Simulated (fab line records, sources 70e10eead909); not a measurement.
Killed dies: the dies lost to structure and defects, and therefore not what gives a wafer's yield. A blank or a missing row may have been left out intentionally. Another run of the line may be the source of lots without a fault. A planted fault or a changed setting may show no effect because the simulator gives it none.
Code-filled problem report in 8D (eight disciplines) form :: flow nandHarc :: the parts of the form that need people (team, actions taken, sign-off) are left out

== 1. THE PROBLEM ==
At NHARC_A_ONON_D2_THK_MEAS_08, thkNm averages 911 nm over 3 wafers from 2 lots, while fault-free wafers read 997 nm, standard deviation 7.4. Relative to the usual mean, that is a shift of -12 standard deviations.
The step: measures by ellipsometry.
Seen first at day 18 14:00 on filmMetro-02, wafer L323.3. At this step, 40 wafers from 14 lots have a number in the record. By rule, "out" or "out of limits" means more than 4 standard deviations away from the usual mean. All remaining wafers that have a number are taken as sound.

== 2. WHAT IT IS, AND WHAT IT ISN'T ==
question: which readings at this step
is: thkNm
is not: -

question: which lots
is: L323, L324
is not: L308, L310, L312, L313, L314, L315, L316, L322, L327, L329, L330, L331

question: which wafers of those lots
is: L323.3, L324.3, L324.6
is not: L324.4

question: read on which gauges
is: filmMetro-02
is not: filmMetro-01

question: when
is: from day 18 14:00
is not: up to then (24 sound wafers); but 13 sound wafers of L324, L327, L329, L330, L331 came after

== 3. SUSPECTS, AND WHAT RULES EACH OUT ==
Counting: a tool at a process step up to the reading stays a suspect if it ran every lot that is out. Sound lots after the first of them don't rule it out here, since some wafers of a struck lot are sound.
- the gauge at NHARC_A_ONON_D2_THK_MEAS_08: kept. All the wafers that are out were read on filmMetro-02, and no step on other tools shows them out.
- aldHk-01 at NHARC_A_CHANNEL_FILL_D1_ALD_25 (deposits SiOx, target thk 60 nm, pulse time 10 s, ald cycles 600): kept. Every lot that is out went through it, the first being L323 (day 16 12:33); the last sound lot it ran before that was L312 (day 12 04:37).
- pecvdOnon-02 at NHARC_A_ONON_D2_DEP_06 (target thk 1000 nm): kept. Every lot that is out went through it, the first being L323 (day 18 13:37); the last sound lot it ran before that was L313 (day 14 04:23).
aldHk-01 at NHARC_A_CHANNEL_FILL_D1_ALD_25, pecvdOnon-02 at NHARC_A_ONON_D2_DEP_06 and filmMetro-02 at NHARC_A_ONON_D2_THK_MEAS_08 are what is left after counting.

== 4. THE CAUSE (what the simulator had put in) ==
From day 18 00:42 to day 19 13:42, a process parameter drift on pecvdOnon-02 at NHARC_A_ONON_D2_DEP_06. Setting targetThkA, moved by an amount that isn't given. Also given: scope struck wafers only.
Counting left 3 suspects, and this tool is among them.

== 5. THE CHAIN OF EFFECTS, in route order ==
Each row: a reading where the mean over the struck wafers with a number is more than 3 standard deviations away from the usual. Readings are gone through only where the record gives a usual standard deviation; hours: the median, over the lots, of the time from a lot's start at the first step in this table giving one to that lot's start at this step; sigmas: the change measured in usual standard deviations.
hours: 0
step: NHARC_A_ONON_D2_THK_MEAS_08
reading: thkNm
usual: 997 nm
on struck wafers: 911
change: -86
sigmas: -12

== 6. HOW IT WOULD HAVE BEEN CAUGHT EARLIER ==
The first out-of-limits reading at a measuring or inspecting step in this record came at day 18 14:00, 13 hours after the fault's start at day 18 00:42.
No tool reading at NHARC_A_ONON_D2_DEP_06 that has a usual standard deviation in the record was out on any struck wafer, so an alarm limit of 4 standard deviations on those readings would not have fired.
Of the lots that are out (2), L324 began NHARC_A_ONON_D2_DEP_06 on pecvdOnon-02 after day 18 14:00. It would have been spared by a hold on the tool at that moment.
